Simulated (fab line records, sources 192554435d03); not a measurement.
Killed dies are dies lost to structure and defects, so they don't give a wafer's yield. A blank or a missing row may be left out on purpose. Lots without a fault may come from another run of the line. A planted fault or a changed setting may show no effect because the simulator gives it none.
Chamber matching | flow n5_finfet | N5_BEOL_M8_STRIP_19 on rie_diel-05: 4 sister chambers
The step strips in O2. 22 wafers are shown with their chamber, then 11 later ones without.

WAFERS WITH THEIR CHAMBER
wafer  | chamber | drypump_motor_current_A (A) | showerhead_plenum_p_Torr (Torr) | throttle_valve_pct (%)
L078.1 | 0       | 5.6                         | 2.16                            | 16.62
L078.4 | 1       | 6.5                         | 2.05                            | 16.37
L078.6 | 0       | 5.6                         | 2.16                            | 16.65
L081.2 | 3       | 6.2                         | 2.26                            | 16.39
L081.5 | 0       | 5.6                         | 2.16                            | 16.66
L081.6 | 1       | 6.5                         | 2.05                            | 16.34
L082.1 | 3       | 6.2                         | 2.26                            | 16.38
L082.5 | 0       | 5.6                         | 2.16                            | 16.66
L082.6 | 3       | 6.2                         | 2.26                            | 16.37
L079.2 | 2       | 5.6                         | 2.16                            | 16.93
L079.3 | 3       | 6.2                         | 2.26                            | 16.39
L079.4 | 1       | 6.5                         | 2.05                            | 16.36
L084.1 | 1       | 6.5                         | 2.05                            | 16.36
L084.3 | 3       | 6.2                         | 2.26                            | 16.38
L084.6 | 1       | 6.5                         | 2.05                            | 16.35
L090.2 | 0       | 5.6                         | 2.15                            | 16.67
L090.4 | 3       | 6.2                         | 2.25                            | 16.40
L090.6 | 2       | 5.6                         | 2.16                            | 16.95
L092.4 | 3       | 6.2                         | 2.25                            | 16.42
L092.5 | 0       | 5.6                         | 2.15                            | 16.69
L092.6 | 2       | 5.6                         | 2.15                            | 16.98
L091.1 | 2       | 5.5                         | 2.15                            | 16.97

SIGNATURES (means of the wafers above)
reading                  | chamber 0 | chamber 1 | chamber 2 | chamber 3 | scatter within a chamber
drypump_motor_current_A  | 5.600     | 6.500     | 5.575     | 6.200     | 0.0204
showerhead_plenum_p_Torr | 2.1567    | 2.0500    | 2.1550    | 2.2571    | 0.00457
throttle_valve_pct       | 16.6583   | 16.3560   | 16.9575   | 16.3900   | 0.0187
Rule: a wafer's distance from a chamber is the root of the sum, over the readings, of the square of ((its reading less the chamber's mean) divided by the reading's scatter). The wafer belongs to the nearest chamber; if the next one is less than 2 further off, it can't be placed. The scatter: the root of (the sum of the squares of (reading less its chamber's mean) over the shown wafers, divided by (wafers less chambers)).

WAFERS WITHOUT THEIR CHAMBER
wafer  | drypump_motor_current_A (A) | showerhead_plenum_p_Torr (Torr) | throttle_valve_pct (%)
L091.5 | 5.6                         | 2.15                            | 16.67
L091.6 | 6.2                         | 2.25                            | 16.41
L093.2 | 5.6                         | 2.15                            | 16.96
L093.4 | 6.2                         | 2.25                            | 16.44
L093.5 | 5.6                         | 2.15                            | 16.72
L094.2 | 5.5                         | 2.15                            | 16.97
L094.4 | 6.5                         | 2.04                            | 15.93
L094.6 | 5.5                         | 2.14                            | 16.71
L097.4 | 6.5                         | 2.04                            | 15.93
L097.5 | 5.6                         | 2.14                            | 16.73
L097.6 | 6.2                         | 2.24                            | 16.44

WHICH CHAMBER EACH WENT THROUGH
wafer  | from the rows above | in truth
L091.5 | 0                   | 0
L091.6 | 3                   | 3
L093.2 | 2                   | 2
L093.4 | 3                   | 3
L093.5 | 0                   | 0
L094.2 | 2                   | 2
L094.4 | 1                   | 1
L094.6 | 0                   | 0
L097.4 | 1                   | 1
L097.5 | 0                   | 0
L097.6 | 3                   | 3
Placed correctly: 11 of 11. Can't be placed from these rows: 0. Placed wrongly: 0.
